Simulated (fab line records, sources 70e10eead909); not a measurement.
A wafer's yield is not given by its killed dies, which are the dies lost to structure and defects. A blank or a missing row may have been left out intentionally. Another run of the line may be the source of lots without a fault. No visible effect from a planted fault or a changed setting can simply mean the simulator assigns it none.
Which tool is to blame? / flow nand-harc / 24 lots with 72 wafers sampled at 5 steps, on a route of 1302 steps

== WHAT EACH GAUGE READ, for each wafer ==
NHARC_A_ZERO_WELL_INSPECT_17.
lot=L074; measured=day 7 03:44; on=defect-inspect-01; raw-defect-count=4 4 8
lot=L075; measured=day 7 04:26; on=defect-inspect-01; raw-defect-count=6 5 9
lot=L076; measured=day 7 19:38; on=defect-inspect-01; raw-defect-count=9 8 23
lot=L077; measured=day 7 21:33; on=defect-inspect-02; raw-defect-count=3 10 9
lot=L078; measured=day 8 14:50; on=defect-inspect-02; raw-defect-count=7 4 6
lot=L079; measured=day 8 22:43; on=defect-inspect-02; raw-defect-count=16 16 11
lot=L080; measured=day 9 19:57; on=defect-inspect-01; raw-defect-count=12 6 15
lot=L081; measured=day 9 20:11; on=defect-inspect-01; raw-defect-count=11 6 7
lot=L082; measured=day 10 08:50; on=defect-inspect-01; raw-defect-count=11 12 16
lot=L083; measured=day 10 12:28; on=defect-inspect-01; raw-defect-count=4 12 6
lot=L084; measured=day 10 20:20; on=defect-inspect-01; raw-defect-count=6 10 25
lot=L085; measured=day 11 07:28; on=defect-inspect-02; raw-defect-count=14 15 6
lot=L086; measured=day 11 14:56; on=defect-inspect-02; raw-defect-count=10 6 7
lot=L087; measured=day 12 08:04; on=defect-inspect-02; raw-defect-count=4 4 2
lot=L088; measured=day 12 20:58; on=defect-inspect-01; raw-defect-count=21 13 13
lot=L089; measured=day 12 22:22; on=defect-inspect-01; raw-defect-count=7 17 28
lot=L090; measured=day 13 12:38; on=defect-inspect-01; raw-defect-count=20 8 4
lot=L091; measured=day 13 17:19; on=defect-inspect-02; raw-defect-count=3 6 7
lot=L092; measured=day 14 09:17; on=defect-inspect-01; raw-defect-count=5 6 8
lot=L093; measured=day 14 16:53; on=defect-inspect-01; raw-defect-count=8 12 7
lot=L094; measured=day 15 05:29; on=defect-inspect-02; raw-defect-count=20 13 16
lot=L095; measured=day 16 03:41; on=defect-inspect-01; raw-defect-count=17 8 6
lot=L096; measured=day 16 06:08; on=defect-inspect-01; raw-defect-count=18 11 16
lot=L097; measured=day 16 16:08; on=defect-inspect-02; raw-defect-count=12 18 6

NHARC_A_SOURCE_PLATE_THK_MEAS_09: measures by ellipsometry.
lot=L074; measured=day 7 10:46; on=film-metro-02; thk-nm (nm)=8.8 10.2 10.5
lot=L075; measured=day 7 10:46; on=film-metro-01; thk-nm (nm)=10.0 10.3 9.9
lot=L076; measured=day 8 03:26; on=film-metro-01; thk-nm (nm)=9.4 9.2 9.1
lot=L077; measured=day 8 03:26; on=film-metro-02; thk-nm (nm)=7.9 8.2 9.8
lot=L078; measured=day 8 22:06; on=film-metro-02; thk-nm (nm)=9.6 8.9 9.1
lot=L079; measured=day 9 06:04; on=film-metro-01; thk-nm (nm)=9.6 8.6 8.8
lot=L080; measured=day 10 03:10; on=film-metro-01; thk-nm (nm)=8.7 9.0 9.5
lot=L081; measured=day 10 03:10; on=film-metro-02; thk-nm (nm)=10.3 10.8 10.2
lot=L082; measured=day 10 16:07; on=film-metro-01; thk-nm (nm)=10.0 9.2 10.3
lot=L083; measured=day 10 19:48; on=film-metro-01; thk-nm (nm)=11.1 10.6 9.6
lot=L084; measured=day 11 03:10; on=film-metro-01; thk-nm (nm)=10.3 11.0 9.8
lot=L085; measured=day 11 16:12; on=film-metro-01; thk-nm (nm)=9.7 10.5 10.1
lot=L086; measured=day 11 21:48; on=film-metro-01; thk-nm (nm)=8.9 10.1 10.2
lot=L087; measured=day 12 15:11; on=film-metro-01; thk-nm (nm)=8.8 10.3 8.3
lot=L088; measured=day 13 04:29; on=film-metro-02; thk-nm (nm)=9.4 9.0 9.6
lot=L089; measured=day 13 04:30; on=film-metro-01; thk-nm (nm)=9.7 10.2 10.5
lot=L090; measured=day 14 01:17; on=film-metro-02; thk-nm (nm)=9.6 10.7 10.2
lot=L091; measured=day 14 01:17; on=film-metro-01; thk-nm (nm)=10.4 10.9 9.5
lot=L092; measured=day 14 16:07; on=film-metro-02; thk-nm (nm)=10.4 9.4 9.9
lot=L093; measured=day 14 23:45; on=film-metro-02; thk-nm (nm)=9.7 12.3 9.1
lot=L094; measured=day 15 12:18; on=film-metro-02; thk-nm (nm)=9.6 8.8 10.6
lot=L095; measured=day 16 10:26; on=film-metro-02; thk-nm (nm)=10.5 7.5 9.8
lot=L096; measured=day 16 10:26; on=film-metro-01; thk-nm (nm)=9.9 8.2 11.2
lot=L097; measured=day 16 23:25; on=film-metro-01; thk-nm (nm)=9.5 10.5 9.0

== TOOL THAT RAN EACH LOT (tool first, then ch and the chambers of the sampled wafers, then the start) ==
lot=L074; NHARC_P_M0_ANNEAL_30=rtp-anneal-02 ch 0, day 6 11:11; NHARC_P_M1_DEP_33=pecvd-03 ch 0,1,2, day 6 16:19; NHARC_P_BONDPAD_ETCH_12=rie-diel-12 ch 0,2,3, day 7 03:44 or earlier
lot=L075; NHARC_P_M0_ANNEAL_30=rtp-anneal-01 ch 0, day 6 11:47; NHARC_P_M1_DEP_33=pecvd-04 ch 0,2, day 6 16:50; NHARC_P_BONDPAD_ETCH_12=rie-diel-12 ch 0,1,2, day 7 04:26 or earlier
lot=L076; NHARC_P_M0_ANNEAL_30=rtp-anneal-01 ch 0, day 7 03:40; NHARC_P_M1_DEP_33=pecvd-03 ch 0,1,2, day 7 08:44; NHARC_P_BONDPAD_ETCH_12=rie-diel-05 ch 1,2, day 7 19:38 or earlier
lot=L077; NHARC_P_M0_ANNEAL_30=rtp-anneal-01 ch 0, day 7 05:14; NHARC_P_M1_DEP_33=pecvd-04 ch 1,2, day 7 10:18; NHARC_P_BONDPAD_ETCH_12=rie-diel-05 ch 0,1, day 7 21:33 or earlier
lot=L078; NHARC_P_M0_ANNEAL_30=rtp-anneal-02 ch 0, day 7 21:49; NHARC_P_M1_DEP_33=pecvd-03 ch 0,1,2, day 8 03:02; NHARC_P_BONDPAD_ETCH_12=rie-diel-05 ch 0,2,3, day 8 14:50 or earlier
lot=L079; NHARC_P_M0_ANNEAL_30=rtp-anneal-01 ch 0, day 8 06:16; NHARC_P_M1_DEP_33=pecvd-01 ch 0,1,2, day 8 11:32; NHARC_P_BONDPAD_ETCH_12=rie-diel-05 ch 0,1,3, day 8 22:43 or earlier
lot=L080; NHARC_P_M0_ANNEAL_30=rtp-anneal-01 ch 0, day 9 01:43; NHARC_P_M1_DEP_33=pecvd-04 ch 0,2, day 9 06:41; NHARC_P_BONDPAD_ETCH_12=rie-diel-08 ch 0,1, day 9 19:57 or earlier
lot=L081; NHARC_P_M0_ANNEAL_30=rtp-anneal-01 ch 0, day 9 02:23; NHARC_P_M1_DEP_33=pecvd-04 ch 1,2, day 9 07:43; NHARC_P_BONDPAD_ETCH_12=rie-diel-12 ch 0,1, day 9 20:11 or earlier
lot=L082; NHARC_P_M0_ANNEAL_30=rtp-anneal-02 ch 0, day 9 14:52; NHARC_P_M1_DEP_33=pecvd-03 ch 0,1, day 9 20:28; NHARC_P_BONDPAD_ETCH_12=rie-diel-08 ch 2,3, day 10 08:50 or earlier
lot=L083; NHARC_P_M0_ANNEAL_30=rtp-anneal-02 ch 0, day 9 19:26; NHARC_P_M1_DEP_33=pecvd-04 ch 0,1,2, day 10 01:05; NHARC_P_BONDPAD_ETCH_12=rie-diel-05 ch 1,2, day 10 12:28 or earlier
lot=L084; NHARC_P_M0_ANNEAL_30=rtp-anneal-01 ch 0, day 10 04:12; NHARC_P_M1_DEP_33=pecvd-03 ch 0,1, day 10 09:17; NHARC_P_BONDPAD_ETCH_12=rie-diel-12 ch 0,3, day 10 20:20 or earlier
lot=L085; NHARC_P_M0_ANNEAL_30=rtp-anneal-01 ch 0, day 10 15:06; NHARC_P_M1_DEP_33=pecvd-03 ch 0,2, day 10 20:17; NHARC_P_BONDPAD_ETCH_12=rie-diel-08 ch 0,2, day 11 07:28 or earlier
lot=L086; NHARC_P_M0_ANNEAL_30=rtp-anneal-01 ch 0, day 10 21:46; NHARC_P_M1_DEP_33=pecvd-01 ch 0,1,2, day 11 02:57; NHARC_P_BONDPAD_ETCH_12=rie-diel-08 ch 1,2,3, day 11 14:56 or earlier
lot=L087; NHARC_P_M0_ANNEAL_30=rtp-anneal-02 ch 0, day 11 15:37; NHARC_P_M1_DEP_33=pecvd-04 ch 1,2, day 11 20:44; NHARC_P_BONDPAD_ETCH_12=rie-diel-05 ch 1,2,3, day 12 08:04 or earlier
lot=L088; NHARC_P_M0_ANNEAL_30=rtp-anneal-02 ch 0, day 12 04:43; NHARC_P_M1_DEP_33=pecvd-01 ch 0,2, day 12 09:40; NHARC_P_BONDPAD_ETCH_12=rie-diel-08 ch 1,3, day 12 20:58 or earlier
lot=L089; NHARC_P_M0_ANNEAL_30=rtp-anneal-02 ch 0, day 12 05:34; NHARC_P_M1_DEP_33=pecvd-01 ch 0,1,2, day 12 10:49; NHARC_P_BONDPAD_ETCH_12=rie-diel-05 ch 0,1, day 12 17:04
lot=L090; NHARC_P_M0_ANNEAL_30=rtp-anneal-01 ch 0, day 12 20:08; NHARC_P_M1_DEP_33=pecvd-04 ch 1,2, day 13 01:17; NHARC_P_BONDPAD_ETCH_12=rie-diel-05 ch 0,2,3, day 13 12:38 or earlier
lot=L091; NHARC_P_M0_ANNEAL_30=rtp-anneal-02 ch 0, day 13 00:44; NHARC_P_M1_DEP_33=pecvd-01 ch 1,2, day 13 05:52; NHARC_P_BONDPAD_ETCH_12=rie-diel-12 ch 0,1,3, day 13 17:19 or earlier
lot=L092; NHARC_P_M0_ANNEAL_30=rtp-anneal-01 ch 0, day 13 16:30; NHARC_P_M1_DEP_33=pecvd-04 ch 1,2, day 13 21:44; NHARC_P_BONDPAD_ETCH_12=rie-diel-12 ch 1,2, day 14 09:17 or earlier
lot=L093; NHARC_P_M0_ANNEAL_30=rtp-anneal-02 ch 0, day 14 00:20; NHARC_P_M1_DEP_33=pecvd-04 ch 1,2, day 14 05:26; NHARC_P_BONDPAD_ETCH_12=rie-diel-05 ch 0,1,3, day 14 16:53 or earlier
lot=L094; NHARC_P_M0_ANNEAL_30=rtp-anneal-01 ch 0, day 14 12:44; NHARC_P_M1_DEP_33=pecvd-03 ch 0,2, day 14 17:55; NHARC_P_BONDPAD_ETCH_12=rie-diel-08 ch 0,1,2, day 15 05:29 or earlier
lot=L095; NHARC_P_M0_ANNEAL_30=rtp-anneal-02 ch 0, day 15 11:13; NHARC_P_M1_DEP_33=pecvd-04 ch 1,2, day 15 16:22; NHARC_P_BONDPAD_ETCH_12=rie-diel-05 ch 0,2,3, day 16 03:41 or earlier
lot=L096; NHARC_P_M0_ANNEAL_30=rtp-anneal-02 ch 0, day 15 13:29; NHARC_P_M1_DEP_33=pecvd-01 ch 0,1, day 15 18:40; NHARC_P_BONDPAD_ETCH_12=rie-diel-08 ch 0,2, day 16 06:08 or earlier
lot=L097; NHARC_P_M0_ANNEAL_30=rtp-anneal-02 ch 0, day 15 23:03; NHARC_P_M1_DEP_33=pecvd-03 ch 0,1,2, day 16 04:20; NHARC_P_BONDPAD_ETCH_12=rie-diel-12 ch 1,2,3, day 16 16:08 or earlier
- NHARC_P_M0_ANNEAL_30: time 90 s.
- NHARC_P_M1_DEP_33: deposits SiCN, target thk 30 nm.
- NHARC_P_BONDPAD_ETCH_12: etches the open film in CHF3/O2, target depth 200 nm, time 100 s.

== WHAT THE TOOLS THEMSELVES READ (means of the sampled wafers that have a number; where no wafer has one, the mark that the record gives instead) ==
NHARC_P_M0_ANNEAL_30.
lot=L074 tool=rtp-anneal-02 wafer_temp_C_max=226.10
lot=L075 tool=rtp-anneal-01 wafer_temp_C_max=225.87
lot=L076 tool=rtp-anneal-01 wafer_temp_C_max=225.69
lot=L077 tool=rtp-anneal-01 wafer_temp_C_max=225.88
lot=L078 tool=rtp-anneal-02 wafer_temp_C_max=225.80
lot=L079 tool=rtp-anneal-01 wafer_temp_C_max=225.35
lot=L080 tool=rtp-anneal-01 wafer_temp_C_max=225.45
lot=L081 tool=rtp-anneal-01 wafer_temp_C_max=225.41
lot=L082 tool=rtp-anneal-02 wafer_temp_C_max=226.09
lot=L083 tool=rtp-anneal-02 wafer_temp_C_max=226.07
lot=L084 tool=rtp-anneal-01 wafer_temp_C_max=225.50
lot=L085 tool=rtp-anneal-01 wafer_temp_C_max=225.71
lot=L086 tool=rtp-anneal-01 wafer_temp_C_max=225.88
lot=L087 tool=rtp-anneal-02 wafer_temp_C_max=225.89
lot=L088 tool=rtp-anneal-02 wafer_temp_C_max=225.87
lot=L089 tool=rtp-anneal-02 wafer_temp_C_max=225.81
lot=L090 tool=rtp-anneal-01 wafer_temp_C_max=225.72
lot=L091 tool=rtp-anneal-02 wafer_temp_C_max=225.95
lot=L092 tool=rtp-anneal-01 wafer_temp_C_max=225.55
lot=L093 tool=rtp-anneal-02 wafer_temp_C_max=225.92
lot=L094 tool=rtp-anneal-01 wafer_temp_C_max=225.86
lot=L095 tool=rtp-anneal-02 wafer_temp_C_max=226.23
lot=L096 tool=rtp-anneal-02 wafer_temp_C_max=226.17
lot=L097 tool=rtp-anneal-02 wafer_temp_C_max=225.83

NHARC_P_M1_DEP_33.
lot=L074; tool=pecvd-03; chamber-pressure-Torr (Torr)=2.992; heater-power-w (W)=564
lot=L075; tool=pecvd-04; chamber-pressure-Torr (Torr)=2.996; heater-power-w (W)=664
lot=L076; tool=pecvd-03; chamber-pressure-Torr (Torr)=2.997; heater-power-w (W)=538
lot=L077; tool=pecvd-04; chamber-pressure-Torr (Torr)=2.996; heater-power-w (W)=622
lot=L078; tool=pecvd-03; chamber-pressure-Torr (Torr)=2.999; heater-power-w (W)=518
lot=L079; tool=pecvd-01; chamber-pressure-Torr (Torr)=3.002; heater-power-w (W)=640
lot=L080; tool=pecvd-04; chamber-pressure-Torr (Torr)=3.000; heater-power-w (W)=623
lot=L081; tool=pecvd-04; chamber-pressure-Torr (Torr)=3.001; heater-power-w (W)=658
lot=L082; tool=pecvd-03; chamber-pressure-Torr (Torr)=3.003; heater-power-w (W)=572
lot=L083; tool=pecvd-04; chamber-pressure-Torr (Torr)=3.000; heater-power-w (W)=643
lot=L084; tool=pecvd-03; chamber-pressure-Torr (Torr)=2.996; heater-power-w (W)=524
lot=L085; tool=pecvd-03; chamber-pressure-Torr (Torr)=2.998; heater-power-w (W)=602
lot=L086; tool=pecvd-01; chamber-pressure-Torr (Torr)=3.002; heater-power-w (W)=632
lot=L087; tool=pecvd-04; chamber-pressure-Torr (Torr)=3.002; heater-power-w (W)=564
lot=L088; tool=pecvd-01; chamber-pressure-Torr (Torr)=3.003; heater-power-w (W)=696
lot=L089; tool=pecvd-01; chamber-pressure-Torr (Torr)=2.995; heater-power-w (W)=568
lot=L090; tool=pecvd-04; chamber-pressure-Torr (Torr)=3.006; heater-power-w (W)=539
lot=L091; tool=pecvd-01; chamber-pressure-Torr (Torr)=2.996; heater-power-w (W)=590
lot=L092; tool=pecvd-04; chamber-pressure-Torr (Torr)=2.996; heater-power-w (W)=630
lot=L093; tool=pecvd-04; chamber-pressure-Torr (Torr)=2.992; heater-power-w (W)=619
lot=L094; tool=pecvd-03; chamber-pressure-Torr (Torr)=3.001; heater-power-w (W)=563
lot=L095; tool=pecvd-04; chamber-pressure-Torr (Torr)=2.998; heater-power-w (W)=616
lot=L096; tool=pecvd-01; chamber-pressure-Torr (Torr)=2.999; heater-power-w (W)=623
lot=L097; tool=pecvd-03; chamber-pressure-Torr (Torr)=2.993; heater-power-w (W)=545

NHARC_P_BONDPAD_ETCH_12.
lot=L074; tool=rie-diel-12; drypump-motor-current-A (A)=6.2; oes-product-au (a.u.)=0.926; rf-vpp-V (V)=372.1; showerhead-plenum-p-Torr (Torr)=2.49; throttle-valve-pct (%)=20.563
lot=L075; tool=rie-diel-12; drypump-motor-current-A (A)=6.2; oes-product-au (a.u.)=0.915; rf-vpp-V (V)=371.9; showerhead-plenum-p-Torr (Torr)=2.46; throttle-valve-pct (%)=20.578
lot=L076; tool=rie-diel-05; drypump-motor-current-A (A)=6.4; oes-product-au (a.u.)=0.983; rf-vpp-V (V)=370.6; showerhead-plenum-p-Torr (Torr)=2.37; throttle-valve-pct (%)=20.577
lot=L077; tool=rie-diel-05; drypump-motor-current-A (A)=6.0; oes-product-au (a.u.)=0.922; rf-vpp-V (V)=370.7; showerhead-plenum-p-Torr (Torr)=2.42; throttle-valve-pct (%)=20.575
lot=L078; tool=rie-diel-05; drypump-motor-current-A (A)=5.5; oes-product-au (a.u.)=0.929; rf-vpp-V (V)=369.1; showerhead-plenum-p-Torr (Torr)=2.37; throttle-valve-pct (%)=20.577
lot=L079; tool=rie-diel-05; drypump-motor-current-A (A)=5.5; oes-product-au (a.u.)=0.917; rf-vpp-V (V)=370.7; showerhead-plenum-p-Torr (Torr)=2.41; throttle-valve-pct (%)=20.569
lot=L080; tool=rie-diel-08; drypump-motor-current-A (A)=6.1; oes-product-au (a.u.)=0.955; rf-vpp-V (V)=370.7; showerhead-plenum-p-Torr (Torr)=2.39; throttle-valve-pct (%)=20.573
lot=L081; tool=rie-diel-12; drypump-motor-current-A (A)=6.1; oes-product-au (a.u.)=0.958; rf-vpp-V (V)=370.4; showerhead-plenum-p-Torr (Torr)=2.39; throttle-valve-pct (%)=20.570
lot=L082; tool=rie-diel-08; drypump-motor-current-A (A)=6.3; oes-product-au (a.u.)=0.987; rf-vpp-V (V)=370.5; showerhead-plenum-p-Torr (Torr)=2.37; throttle-valve-pct (%)=20.578
lot=L083; tool=rie-diel-05; drypump-motor-current-A (A)=6.4; oes-product-au (a.u.)=0.933; rf-vpp-V (V)=370.6; showerhead-plenum-p-Torr (Torr)=2.37; throttle-valve-pct (%)=20.571
lot=L084; tool=rie-diel-12; drypump-motor-current-A (A)=6.0; oes-product-au (a.u.)=0.940; rf-vpp-V (V)=371.8; showerhead-plenum-p-Torr (Torr)=2.44; throttle-valve-pct (%)=20.569
lot=L085; tool=rie-diel-08; drypump-motor-current-A (A)=6.0; oes-product-au (a.u.)=0.959; rf-vpp-V (V)=369.2; showerhead-plenum-p-Torr (Torr)=2.37; throttle-valve-pct (%)=20.573
lot=L086; tool=rie-diel-08; drypump-motor-current-A (A)=6.3; oes-product-au (a.u.)=0.926; rf-vpp-V (V)=370.6; showerhead-plenum-p-Torr (Torr)=2.43; throttle-valve-pct (%)=20.565
lot=L087; tool=rie-diel-05; drypump-motor-current-A (A)=5.9; oes-product-au (a.u.)=0.925; rf-vpp-V (V)=370.8; showerhead-plenum-p-Torr (Torr)=2.39; throttle-valve-pct (%)=20.563
lot=L088; tool=rie-diel-08; drypump-motor-current-A (A)=6.3; oes-product-au (a.u.)=0.975; rf-vpp-V (V)=371.9; showerhead-plenum-p-Torr (Torr)=2.45; throttle-valve-pct (%)=20.569
lot=L089; tool=rie-diel-05; drypump-motor-current-A (A)=5.7; oes-product-au (a.u.)=0.929; rf-vpp-V (V)=371.3; showerhead-plenum-p-Torr (Torr)=2.39; throttle-valve-pct (%)=20.581
lot=L090; tool=rie-diel-05; drypump-motor-current-A (A)=5.5; oes-product-au (a.u.)=0.964; rf-vpp-V (V)=370.3; showerhead-plenum-p-Torr (Torr)=2.37; throttle-valve-pct (%)=20.567
lot=L091; tool=rie-diel-12; drypump-motor-current-A (A)=6.0; oes-product-au (a.u.)=0.921; rf-vpp-V (V)=371.0; showerhead-plenum-p-Torr (Torr)=2.41; throttle-valve-pct (%)=20.574
lot=L092; tool=rie-diel-12; drypump-motor-current-A (A)=5.9; oes-product-au (a.u.)=0.923; rf-vpp-V (V)=370.0; showerhead-plenum-p-Torr (Torr)=2.39; throttle-valve-pct (%)=20.567
lot=L093; tool=rie-diel-05; drypump-motor-current-A (A)=5.5; oes-product-au (a.u.)=0.913; rf-vpp-V (V)=370.7; showerhead-plenum-p-Torr (Torr)=2.40; throttle-valve-pct (%)=20.578
lot=L094; tool=rie-diel-08; drypump-motor-current-A (A)=6.1; oes-product-au (a.u.)=0.921; rf-vpp-V (V)=371.1; showerhead-plenum-p-Torr (Torr)=2.42; throttle-valve-pct (%)=20.570
lot=L095; tool=rie-diel-05; drypump-motor-current-A (A)=5.5; oes-product-au (a.u.)=0.918; rf-vpp-V (V)=370.6; showerhead-plenum-p-Torr (Torr)=2.37; throttle-valve-pct (%)=20.585
lot=L096; tool=rie-diel-08; drypump-motor-current-A (A)=6.1; oes-product-au (a.u.)=0.912; rf-vpp-V (V)=370.2; showerhead-plenum-p-Torr (Torr)=2.39; throttle-valve-pct (%)=20.562
lot=L097; tool=rie-diel-12; drypump-motor-current-A (A)=5.9; oes-product-au (a.u.)=0.927; rf-vpp-V (V)=371.0; showerhead-plenum-p-Torr (Torr)=2.42; throttle-valve-pct (%)=20.573

== THE ANSWER, worked out from the rows above alone ==
Rule: the usual values come from the lots themselves. Put in order of their means at a reading, lots are off if they are a third of the lots or fewer, leave a main group of 4 or more, and stand apart from it by a gap of 3 or more times the standard deviation of the main group's means; of several such gaps the widest counts. A main group whose means are all the same, to the digits that the tables above print for the reading, isn't used. A lot without any number at a reading at which 4 lots or more have one is off too. Any other lot the step has rows for is counted as sound. After the gauges, taken in route order, come the tools' own readings; for these a lot's mean is taken, as printed above. At the first step where some lot is off, the reading lying furthest off is the one used; lots without a number count as furthest.
None of the lots is off at any reading shown; this tells nothing.

== WHAT THE SIMULATOR HAD PUT IN ==
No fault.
